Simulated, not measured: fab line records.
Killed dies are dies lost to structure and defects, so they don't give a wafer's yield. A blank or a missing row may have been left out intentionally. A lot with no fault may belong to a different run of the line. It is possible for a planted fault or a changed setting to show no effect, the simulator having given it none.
fab line records	flow n5-finfet
record lots=6	wafers=17	last-day=18
route steps=1938 shown BEOL_M8@1399 BEOL_M9@1401 PASSIVATION@1936
lots untouched by any fault: they come from a run of this same line in which no faults occurred
start-h: hours from the record's first day to the start of the lot's first wafer shown	wait-h: how many hours have passed since the lot's step before this one	" repeats the value in the row above	L1.1+2: several wafers, shown together as one row	- value missing, or start not given	* or withheld: withheld	< > ~ a bound
route shown NAME@n: NAME is a module with steps in the file, n the number in the route of the first one	usual: mean/standard deviation of fault-free wafers	same: alike in all rows	chamber/n: place in a boat	sites: the reading at each site	_std_site: standard deviation across them	_edge_site: outer sites' mean less inner sites'	radius-mm: how far each site lies from the wafer's centre	mask NAME#n: copy n	behind: tool/chamber where the wafer was last shaped	hold: why the lot was held/for how many hours/how that ended	device: which transistor (n, p or np) failed to switch	end of line: tests of these same wafers at the route's end	step lacking rows: just its recipe	killed: dies lost to structure and defects at the first sort, not the wafer's yield	map: a wafer's dies, x killed, . not, _ none there
set.NAME: the setting the step ran with; set.NAME@STEP: the setting that earlier step ran with	model.NAME: the simulator's own value behind a step, which no gauge read
a table for each step, a row for each wafer; lots at some steps of the route
services: when a tool's chamber went out of use (start-h, in hours from the record's first day, below 0 if earlier), for how many hours, and the reason
## steps
# step N5_BEOL_M8_RS_MEAS_57
# recipe thk-meas-gauge=four-point-probe	reads=Cu_of_BEOL_M8_ECD_50+Co_of_BEOL_M8_CVD_78+TaN_of_BEOL_M8_ALD_77
# usual M8_RS=0.289/0.016
lot.wafer	tool	chamber	start-h	wait-h	M8_RS[ohm/sq]
L861.1	film-metro-02	-	188.79	0.1	0.294
L861.2	"	-	"	"	0.311
L861.5	"	-	"	"	0.306
L860.4	film-metro-02	-	195.73	0.0	0.280
L860.5	"	-	"	"	0.276
L860.6	"	-	"	"	0.277
L873.1	film-metro-02	-	300.27	0.1	0.270
L873.2	"	-	"	"	0.297
L873.4	"	-	"	"	0.278
L880.3	film-metro-01	-	331.54	0.1	0.302
L880.6	"	-	"	"	0.328
L867.2	film-metro-02	-	357.16	0.1	0.305
L867.3	"	-	"	"	0.280
L867.6	"	-	"	"	0.292
L883.1	film-metro-01	-	361.75	0.1	0.275
L883.4	"	-	"	"	0.333
L883.6	"	-	"	"	0.285
# step N5_BEOL_M8_INSPECT_58
# recipe inspect-instrument=darkfield	mode=post-dep
# usual raw-defect-count=75/20
lot.wafer	tool	chamber	start-h	wait-h	raw-defect-count
L861.1	defect-inspect-01	-	188.82	0.0	61
L861.2	"	-	"	"	71
L861.5	"	-	"	"	52
L860.4	defect-inspect-02	-	195.75	0.0	60
L860.5	"	-	"	"	119
L860.6	"	-	"	"	86
L873.1	defect-inspect-01	-	300.30	0.0	54
L873.2	"	-	"	"	74
L873.4	"	-	"	"	81
L880.3	defect-inspect-01	-	331.57	0.0	49
L880.6	"	-	"	"	78
L867.2	defect-inspect-01	-	357.19	0.0	42
L867.3	"	-	"	"	91
L867.6	"	-	"	"	48
L883.1	defect-inspect-02	-	361.77	0.0	76
L883.4	"	-	"	"	76
L883.6	"	-	"	"	82
# step N5_BEOL_M9_ILD_DEP_00
# recipe material=SiCOH_lowk	target-thk-a=3085.1	temp-c=300	precursor=DEMS/porogen	pressure-torr=5	rf-w=500	time-s=58
# usual heater-power-w=309/40	showerhead-plenum-p-Torr=5.740/0.016	throttle-valve-pct=13.8/0.78
lot.wafer	tool	chamber	start-h	wait-h	heater-power-w	showerhead-plenum-p-Torr	throttle-valve-pct
L861.1	pecvd-02	0	188.86	0.0	333	5.731	14.3
L861.2	"	1	"	"	321	5.749	14.0
L861.5	"	0	"	"	349	5.741	13.9
L860.4	pecvd-02	2	195.82	0.1	394	5.746	13.0
L860.5	"	1	"	"	337	5.751	14.1
L860.6	"	0	"	"	342	5.739	14.1
L873.1	pecvd-04	2	300.34	0.0	295	5.749	13.4
L873.2	"	1	"	"	323	5.755	15.6
L873.4	"	1	"	"	327	5.756	15.2
L880.3	pecvd-01	2	331.60	0.0	306	5.743	12.5
L880.6	"	2	"	"	302	5.744	12.7
L867.2	pecvd-02	0	357.22	0.0	342	5.729	14.3
L867.3	"	2	"	"	411	5.746	13.0
L867.6	"	2	"	"	334	5.749	13.3
L883.1	pecvd-01	2	361.81	0.0	301	5.737	13.0
L883.4	"	0	"	"	296	5.743	13.4
L883.6	"	2	"	"	231	5.730	13.0
# step N5_BEOL_M9_CURE_71
# recipe temp-c=385	time-s=240	ambient=He/Ar	material=SiCOH_lowk
# usual lamp-power-pct=52.31/0.053	wafer_temp_C_max=386.8/0.6
lot.wafer	tool	chamber	start-h	wait-h	lamp-power-pct	wafer_temp_C_max
L861.1	uv-cure-03	0	188.96	0.1	52.36	387.3
L861.2	"	0	"	"	52.33	387.3
L861.5	"	0	"	"	52.32	387.1
L860.4	uv-cure-02	1	196.11	0.3	52.35	386.0
L860.5	"	1	"	"	52.35	386.3
L860.6	"	1	"	"	52.34	386.3
L873.1	uv-cure-02	0	300.42	0.0	52.25	386.5
L873.2	"	0	"	"	52.25	386.6
L873.4	"	0	"	"	52.30	386.6
L880.3	uv-cure-03	2	331.84	0.2	52.42	386.8
L880.6	"	2	"	"	52.21	386.5
L867.2	uv-cure-01	1	357.38	0.1	52.22	386.5
L867.3	"	1	"	"	52.30	386.3
L867.6	"	1	"	"	52.28	386.5
L883.1	uv-cure-01	0	361.89	0.0	52.38	387.3
L883.4	"	0	"	"	52.31	386.5
L883.6	"	0	"	"	52.39	387.6
# step N5_BEOL_M9_THK_MEAS_01
# recipe reads=SiCOH_lowk_of_BEOL_M9_ILD_DEP_00
# usual M9_ILD_THK=269/5
lot.wafer	tool	chamber	start-h	wait-h	M9_ILD_THK[nm]
L861.1	film-metro-01	-	189.48	0.4	261
L861.2	"	-	"	"	267
L861.5	"	-	"	"	265
L860.4	film-metro-01	-	196.38	0.2	268
L860.5	"	-	"	"	271
L860.6	"	-	"	"	269
L873.1	film-metro-02	-	300.93	0.4	270
L873.2	"	-	"	"	268
L873.4	"	-	"	"	275
L880.3	film-metro-01	-	332.20	0.3	267
L880.6	"	-	"	"	270
L867.2	film-metro-02	-	357.82	0.4	263
L867.3	"	-	"	"	268
L867.6	"	-	"	"	273
L883.1	film-metro-01	-	362.40	0.4	263
L883.4	"	-	"	"	273
L883.6	"	-	"	"	269
# step N5_BEOL_M9_PECVD_70
# recipe material=SiO2	target-thk-a=200	temp-c=400	precursor=TEOS/O2	pressure-torr=5.5	rf-w=450	teos-flow-sccm=53.8	gas=O2	flow-sccm=3000	time-s=22.7
# usual heater-power-w=718/87	showerhead-plenum-p-Torr=8.80/0.057	throttle-valve-pct=22.3/1.3
lot.wafer	tool	chamber	start-h	wait-h	heater-power-w	showerhead-plenum-p-Torr	throttle-valve-pct
L861.1	pecvd-04	2	189.51	0.0	680	8.82	21.7
L861.2	"	0	"	"	664	8.79	20.7
L861.5	"	0	"	"	658	8.77	21.0
L860.4	pecvd-01	2	196.43	0.1	755	8.76	21.2
L860.5	"	1	"	"	678	8.63	23.6
L860.6	"	0	"	"	712	8.75	21.4
L873.1	pecvd-01	0	300.96	0.0	710	8.75	21.6
L873.2	"	1	"	"	714	8.62	23.7
L873.4	"	0	"	"	688	8.77	21.2
L880.3	pecvd-01	0	332.23	0.0	701	8.76	21.6
L880.6	"	1	"	"	613	8.65	23.5
L867.2	pecvd-04	0	357.85	0.0	593	8.81	21.0
L867.3	"	1	"	"	749	8.85	24.8
L867.6	"	0	"	"	596	8.82	20.8
L883.1	pecvd-04	2	362.44	0.0	702	8.84	22.3
L883.4	"	1	"	"	691	8.85	24.8
L883.6	"	2	"	"	700	8.82	22.2
# step N5_BEOL_M9_HM_DEP_02
# recipe material=TiN	target-thk-a=200	temp-c=25	chamber-pressure-pa=0.49996
# usual throttle-valve-pct=30.1/0.73
lot.wafer	tool	chamber	start-h	wait-h	throttle-valve-pct
L861.1	pvd-sputter-01	-	189.57	0.0	30.4
L861.2	"	-	"	"	29.1
L861.5	"	-	"	"	31.9
L860.4	pvd-sputter-02	-	196.47	0.0	30.0
L860.5	"	-	"	"	30.9
L860.6	"	-	"	"	29.8
L873.1	pvd-sputter-02	-	302.06	1.1	30.8
L873.2	"	-	"	"	30.1
L873.4	"	-	"	"	30.0
L880.3	pvd-sputter-01	-	333.89	1.6	31.8
L880.6	"	-	"	"	31.7
L867.2	pvd-sputter-03	-	359.10	1.2	29.5
L867.3	"	-	"	"	29.7
L867.6	"	-	"	"	29.5
L883.1	pvd-sputter-03	-	363.76	1.3	29.3
L883.4	"	-	"	"	30.3
L883.6	"	-	"	"	29.4
# step N5_BEOL_M9_COAT_59
# recipe resist=SOC	temp-c=250	time-s=60	spin-rpm=1500	resist-thk-nm=100
# step N5_BEOL_M9_COAT_60
# recipe resist=SiARC	temp-c=220	time-s=60	spin-rpm=1500	resist-thk-nm=30
# step N5_BEOL_M9_COAT_05
# recipe resist=CAR-ArF	spin-rpm=1500	resist-thk-nm=90
# step N5_BEOL_M9_EBR_07
# recipe solvent=PGMEA	ebr-width-mm=1.5
# step N5_BEOL_M9_SOFTBAKE_06
# recipe temp-c=110	time-s=60	resist=CAR-ArF
# step N5_BEOL_M9_EXPOSE_08
# recipe mask-id=M9	na=1.35	source-shape=dipole	sigma-inner=0.411	sigma-outer=0.611	polarization=te	dose-mj=53.75
lot.wafer	tool	chamber	start-h	wait-h	mask	model.BEOL_M9.overlay-x-nm
L861.1+2+5	arfi-scanner-01	0	189.94	-	M9#0	0.2
L860.4+5+6	arfi-scanner-03	0	196.86	-	M9#0	0
L873.1+2+4	arfi-scanner-01	0	302.30	-	M9#0	6.6
L880.3+6	arfi-scanner-02	0	334.37	-	M9#0	0.2
L867.2+3+6	arfi-scanner-01	0	359.48	-	M9#0	7.2
L883.1+4+6	arfi-scanner-02	0	364.13	-	M9#0	0
# step N5_BEOL_M9_PEB_09
# recipe peb-temp-c=withheld	peb-time-s=60	resist=CAR-ArF
# step N5_BEOL_M9_DEVELOP_10
# recipe develop-time-s=30	developer=TMAH	resist=CAR-ArF	rinse-liquid=diw	dry=air-spin	dev-temp-c=23
# step N5_BEOL_M9_CD_MEAS_11
# recipe target-cd-nm=64.1	landing-energy-ev=500	detector=se-inlens	polarity=opening
# usual cd-nm=63.8/0.59
lot.wafer	tool	chamber	start-h	wait-h	cd-nm
L861.1	cd-sem-01	0	190.07	-	64.4
L861.2	"	0	"	"	64.5
L861.5	"	0	"	"	63.9
L860.4	cd-sem-01	0	196.97	-	63.5
L860.5	"	0	"	"	65.0
L860.6	"	0	"	"	64.3
L873.1	cd-sem-01	0	302.43	-	63.9
L873.2	"	0	"	"	64.3
L873.4	"	0	"	"	63.9
L880.3	cd-sem-03	0	334.49	-	63.3
L880.6	"	0	"	"	63.8
L867.2	cd-sem-02	0	359.60	-	64.2
L867.3	"	0	"	"	63.6
L867.6	"	0	"	"	64.6
L883.1	cd-sem-03	0	364.26	-	64.2
L883.4	"	0	"	"	63.9
L883.6	"	0	"	"	63.9
# step N5_BEOL_M9_OVL_MEAS_12
# recipe points-per-wafer=44
# usual M9_OVL=0.2/0.74
lot.wafer	tool	chamber	start-h	wait-h	M9_OVL[nm]
L861.1	overlay-02	0	190.10	0.0	0.0
L861.2	"	0	"	"	0.8
L861.5	"	0	"	"	-0.8
L860.4	overlay-02	0	197.00	0.0	0.3
L860.5	"	0	"	"	0.5
L860.6	"	0	"	"	0.1
L873.1	overlay-01	0	302.46	0.0	7.7
L873.2	"	0	"	"	4.9
L873.4	"	0	"	"	6.6
L880.3	overlay-01	0	334.51	0.0	0.0
L880.6	"	0	"	"	0.0
L867.2	overlay-02	0	359.63	0.0	7.1
L867.3	"	0	"	"	6.2
L867.6	"	0	"	"	6.8
L883.1	overlay-02	0	364.29	0.0	-1.0
L883.4	"	0	"	"	0.5
L883.6	"	0	"	"	0.0
# step N5_BEOL_M9_INSPECT_13
# recipe mode=adi	inspect-instrument=brightfield
# usual raw-defect-count=429/100
lot.wafer	tool	chamber	start-h	wait-h	raw-defect-count
L861.1	defect-inspect-01	-	190.13	0.0	277
L861.2	"	-	"	"	349
L861.5	"	-	"	"	257
L860.4	defect-inspect-01	-	197.03	0.0	569
L860.5	"	-	"	"	698
L860.6	"	-	"	"	576
L873.1	defect-inspect-01	-	302.48	0.0	339
L873.2	"	-	"	"	263
L873.4	"	-	"	"	475
L880.3	defect-inspect-02	-	334.54	0.0	347
L880.6	"	-	"	"	460
L867.2	defect-inspect-01	-	359.66	0.0	355
L867.3	"	-	"	"	412
L867.6	"	-	"	"	316
L883.1	defect-inspect-02	-	364.31	0.0	435
L883.4	"	-	"	"	453
L883.6	"	-	"	"	412
# step N5_PASSIVATION_PROBE_49
# usual defect-limited-yield=91.2/1.4	killed_at_M0_to_M3=33/9.5	killed_at_M4_up=13/4.7	killed-at-contacts=11/5.3	killed-at-front-end=42/12	killed-at-other=5/3.3	killed-dies=104/17	killed-open=67/12	killed-short=33/7.7	sort_bin_4_leakage=0.01/0.058	sort_bin_5_function=5.1/0.94	sort_bin_6_memory=3.3/0.67	sort-n-pass=1074/24	sort-yield-pct=91.1/2
# same gross-dies=1180	killed-at-back-side=0	sort_bin_8_speed[%]=0
lot.wafer	tool	chamber	start-h	wait-h	defect-limited-yield[%]	killed_at_M0_to_M3	killed_at_M4_up	killed-at-contacts	killed-at-front-end	killed-at-other	killed-dies	killed-open	killed-short	sort_bin_4_leakage[%]	sort_bin_5_function[%]	sort_bin_6_memory[%]	sort-n-pass	sort-yield-pct[%]
L861.1	prober-01	-	241.57	0.0	90.3	36	14	11	48	5	114	72	41	0	6.1	3.1	1066	90.3
L861.2	prober-01	-	241.62	0.1	88.4	30	21	21	55	10	137	85	45	0	6.9	4.2	1043	88.4
L861.5	prober-01	-	241.77	0.2	89.3	40	14	14	56	2	126	80	43	0	5.8	4.4	1054	89.3
L860.4	prober-02	-	253.78	0.2	91.1	52	9	9	32	3	105	66	37	0	5.2	3.6	1075	91.1
L860.5	prober-02	-	253.83	0.2	91.8	41	16	4	33	3	97	69	22	0.08	4.7	2.6	1082	91.7
L860.6	prober-02	-	253.88	0.3	91.1	37	13	5	44	6	105	67	38	0	5.6	3.0	1075	91.1
L873.1	prober-01	-	379.38	1.3	92.8	26	15	7	30	7	85	58	26	0	4.2	2.9	1095	92.8
L873.4	prober-01	-	379.53	1.5	88.1	29	21	9	65	17	141	86	48	0	6.4	4.3	1039	88.1
L880.3	prober-02	-	406.99	0.1	90.6	26	21	19	44	1	111	90	15	0	5.2	3.6	1069	90.6
L880.6	prober-02	-	407.14	0.3	92.5	32	14	8	31	4	89	62	25	0	4.7	2.8	1091	92.5
# killed by level:class
L861.1 FIN_SAQP:geometric-particle:open=16 BEOL_M0_SAQP:geometric-particle:short=12 MOL_CONTACT_COAG:geometric-particle:open=9 STI_FIN_REVEAL:geometric-particle:open=8 BEOL_M2:geometric-particle:open=7 FIN_SAQP:geometric-particle:short=4 STI_FIN_REVEAL:geometric-particle:short=4 GATE_CUT:geometric-particle:short=4
L861.2 MOL_CONTACT_COAG:geometric-particle:open=19 BEOL_M0_SAQP:geometric-particle:short=13 FIN_SAQP:geometric-particle:open=12 STI_FIN_REVEAL:geometric-particle:open=9 BEOL_M0_SAQP:geometric-particle:open=8 FIN_SAQP:geometric-particle:short=7 STARTING-WAFER:geometric-particle:open=7 GATE_CUT:geometric-particle:short=6
L861.5 FIN_SAQP:geometric-particle:open=21 FIN_SAQP:geometric-particle:short=14 MOL_CONTACT_COAG:geometric-particle:open=12 BEOL_M2:geometric-particle:open=9 BEOL_M0_SAQP:geometric-particle:short=8 BEOL_M0_SAQP:geometric-particle:open=5 BEOL_M4:geometric-particle:open=5 STI_FIN_REVEAL:geometric-particle:short=4
L860.4 BEOL_M2:geometric-particle:open=22 BEOL_M1:geometric-particle:open=10 FIN_SAQP:geometric-particle:short=7 MOL_CONTACT_COAG:geometric-particle:open=6 BEOL_M2:geometric-particle:short=5 STI_FIN_REVEAL:geometric-particle:open=4 GATE_CUT:geometric-particle:short=4 BEOL_M0_SAQP:geometric-particle:open=4
L860.5 BEOL_M2:geometric-particle:open=21 BEOL_M4:geometric-particle:open=8 STI_FIN_REVEAL:geometric-particle:open=7 FIN_SAQP:geometric-particle:short=5 BEOL_M1:geometric-particle:open=5 HKMG_FIN:area-etch=5 DUMMY_GATE:geometric-particle:open=4 MOL_CONTACT_COAG:geometric-particle:open=4
L860.6 BEOL_M2:geometric-particle:open=15 FIN_SAQP:geometric-particle:short=11 FIN_SAQP:geometric-particle:open=8 BEOL_M1:geometric-particle:open=8 BEOL_M2:geometric-particle:short=7 BEOL_M4:geometric-particle:open=7 PASS1_CAP:geometric-particle:open=5 STARTING-WAFER:geometric-particle:short=5
L873.1 FIN_SAQP:geometric-particle:open=9 BEOL_M4:geometric-particle:open=9 STI_FIN_REVEAL:geometric-particle:open=8 BEOL_M0_SAQP:geometric-particle:short=8 BEOL_M2:geometric-particle:open=7 MOL_CONTACT_COAG:geometric-particle:open=6 FIN_SAQP:geometric-particle:short=4 DUMMY_GATE:geometric-particle:open=3
L873.4 FIN_SAQP:geometric-particle:open=17 BEOL_M3:geometric-particle:open=13 FIN_SAQP:geometric-particle:short=8 STI_FIN_REVEAL:geometric-particle:open=8 MOL_CONTACT_COAG:geometric-particle:open=8 HKMG_FIN:area-etch=6 BEOL_M5:geometric-particle:open=5 BEOL_M4:geometric-particle:open=5
L880.3 STI_FIN_REVEAL:geometric-particle:open=16 MOL_CONTACT_COAG:geometric-particle:open=16 DUMMY_GATE:geometric-particle:open=9 BEOL_M4:geometric-particle:open=8 BEOL_M0_SAQP:geometric-particle:open=7 BEOL_M2:geometric-particle:open=7 BEOL_M3:geometric-particle:open=7 BEOL_M6:geometric-particle:open=6
L880.6 BEOL_M2:geometric-particle:open=9 BEOL_M3:geometric-particle:open=8 MOL_CONTACT_COAG:geometric-particle:open=7 BEOL_M1:geometric-particle:open=7 DUMMY_GATE:geometric-particle:open=5 BEOL_M4:geometric-particle:open=5 STI_FIN_REVEAL:geometric-particle:open=4 GATE_CUT:geometric-particle:open=4
## services
tool	chamber	start-h	hours	kind
pecvd-04	1	173.69	4.9	repair
pecvd-04	-	177.58	2.6	repair
uv-cure-01	-	188.15	9.1	repair
pecvd-02	2	196.13	23.6	repair
pvd-sputter-01	-	200.17	1.1	repair
uv-cure-02	-	202.12	7.5	pm
uv-cure-01	-	208.53	7.5	pm
arfi-scanner-01	-	216.20	1.0	pm
arfi-scanner-01	-	227.45	0.8	pm
arfi-scanner-02	-	236.13	1.3	pm
uv-cure-01	-	236.77	2.1	pm
pecvd-02	2	250.05	17.9	repair
arfi-scanner-01	-	251.76	1.3	pm
arfi-scanner-02	-	255.41	0.8	pm
arfi-scanner-01	-	258.16	1.0	pm
uv-cure-01	-	262.11	5.0	pm
arfi-scanner-02	-	275.27	0.3	repair
pecvd-01	-	278.28	2.8	pm
arfi-scanner-02	-	297.97	1.0	pm
pecvd-04	-	346.76	2.3	repair
pecvd-01	-	349.54	5.5	pm
uv-cure-03	-	355.17	2.8	pm
pvd-sputter-02	-	356.72	4.6	repair
arfi-scanner-02	-	361.63	1.3	pm
## key
first-sign step=N5_BEOL_M9_OVL_MEAS_12	reading=M9_OVL	direction=up	sigmas=8.5	usual=0.2	struck=6.5
effect none on later readings
model-effect step=N5_BEOL_M9_EXPOSE_08	value=BEOL_M9.overlay-x-nm	without=0.3	struck=6.9
met-at N5_BEOL_M9_EXPOSE_08
struck-wafers L867.2,L867.3,L867.6,L873.1,L873.2,L873.4
onset-between 189.94 302.30
fault kind=scanner-matching-overlay	tool=arfi-scanner-01	chamber=-	onset-h=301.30	steps=N5_BEOL_M9_EXPOSE_08	offset=6.574
